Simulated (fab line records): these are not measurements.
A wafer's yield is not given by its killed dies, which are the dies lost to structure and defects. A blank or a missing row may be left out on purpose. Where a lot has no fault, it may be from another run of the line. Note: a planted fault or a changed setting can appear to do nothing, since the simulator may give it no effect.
Struck lot and sound lot, side by side :: flow nand harc :: 14 steps out of a route of 1159
Sound: the wafers L892.1, L892.3, L892.6. Struck: wafer L900.3 (left out: L900.2, L900.5 of the same lot, which were not struck); the cause appears at the end.
Per side, at each step with rows, come the tool, then ch with its chambers, and then its first start. Under that, the readings that differ: sound wafers :: struck wafers :: difference of the means :: sigmas: that difference in standard deviations of wafers without a fault.
alike: words and numbers the same on both sides, and readings whose means are apart by under 2 such deviations; not compared: readings that were withheld, readings missing a value for some wafer, numbers with overlapping values and no deviation given by the record, and bounds like >300 which may hide the same value.
The two part at a step that has a row with sigmas, a row that says differs or no value, or rows on one side only. Numbers that don't overlap but have no deviation are shown without sigmas and don't part them. A reading that every wafer of one side lacks parts them only if that side has two wafers or more.

NHARC_A_WL_FILL_CVD_03: deposits W, target thk 40 nm, time 3302 s.
  sound on cvd w-01 ch 0,1, day 17 17:51; struck on cvd w-02 ch 1, day 19 07:52
  alike: heater power w, throttle valve pct
then, 1 step without rows for these wafers: NHARC_A_WL_FILL_ETCHBACK_04 (etches the open film in NF3, target depth 60 nm, time 120 s).
NHARC_A_WL_FILL_ETCHBACK_05: etches the open film in Cl2/BCl3, target depth 22 nm, time 60 s.
  sound on rie metal-03 ch 1, day 17 21:39; struck on rie metal-01 ch 0, day 19 11:30
  alike: drypump motor current A, oes product au, run length s
  not compared: rf hours counter h
NHARC_A_WL_FILL_STRIP_27: strips in N2/H2, time 20 s.
  sound on plasma asher-01 ch 0,1, day 17 21:53; struck on plasma asher-02 ch 1, day 19 11:44
reading: heater power w (W)
sound: 354 341 361
struck: 415
difference: +63
sigmas: +2
  alike: drypump motor current A
  not compared: rf hours counter h
then, 5 steps without rows for these wafers: NHARC_A_WL_FILL_STRIP_28 (strips in post etch residue remover, time 1200 s); NHARC_A_WL_FILL_PRECLEAN_06 (cleans in DIW, time 300 s); NHARC_A_WL_FILL_SRD_07; NHARC_A_WL_FILL_ANNEAL_08 (time 1800 s); NHARC_A_WL_FILL_ALD_10 (deposits SiO2, target thk 50 nm, pulse time 10 s, ald cycles 500).
NHARC_A_WL_FILL_ETCHBACK_16: etches the open film in C4F8/O2/Ar, target depth 88 nm, time 17.6 s.
  sound: rie diel-04 ch 0,2,3; struck: rie diel-04 ch 3
  alike: oes product au, rf vpp V, run length s
  not compared: rf hours counter h
NHARC_A_WL_FILL_STRIP_29: strips in O2, time 20 s.
  sound on rie diel-04 ch 2,3, day 18 11:07; struck on rie diel-04 ch 3, day 19 19:44
reading: oes product au (a.u.)
sound: 1.006 1.000 1.003
struck: 0.986
difference: -0.017
sigmas: -2

reading: rf vpp V (V)
sound: 58.0 55.5 55.8
struck: 58.7
difference: +2.3
sigmas: +3
  alike: drypump motor current A, showerhead plenum p Torr, throttle valve pct
  not compared: rf hours counter h
NHARC_A_WL_FILL_ETCHBACK_17: etches the open film in Cl2/BCl3, target depth 4 nm, time 26.7 s.
  sound on rie metal-03 ch 0,1, day 18 11:13; struck on rie metal-03 ch 1, day 19 19:49
reading: run length s (s)
sound: 48.1 48.5 49.0
struck: 41.6
difference: -6.9
sigmas: -18
  alike: drypump motor current A, oes product au
  not compared: rf hours counter h
then, 1 step without rows for these wafers: NHARC_A_WL_FILL_PRECLEAN_18 (cleans in dHF, time 30 s).
NHARC_END_SORT_01:
  the record has rows for the sound wafers here (prober-01 ch 0, day 22 00:20) and none for the struck ones

WHERE THEY PART
At NHARC_A_WL_FILL_STRIP_27 first; at NHARC_END_SORT_01 last (within this record only).

WHY: whatever the simulator had introduced
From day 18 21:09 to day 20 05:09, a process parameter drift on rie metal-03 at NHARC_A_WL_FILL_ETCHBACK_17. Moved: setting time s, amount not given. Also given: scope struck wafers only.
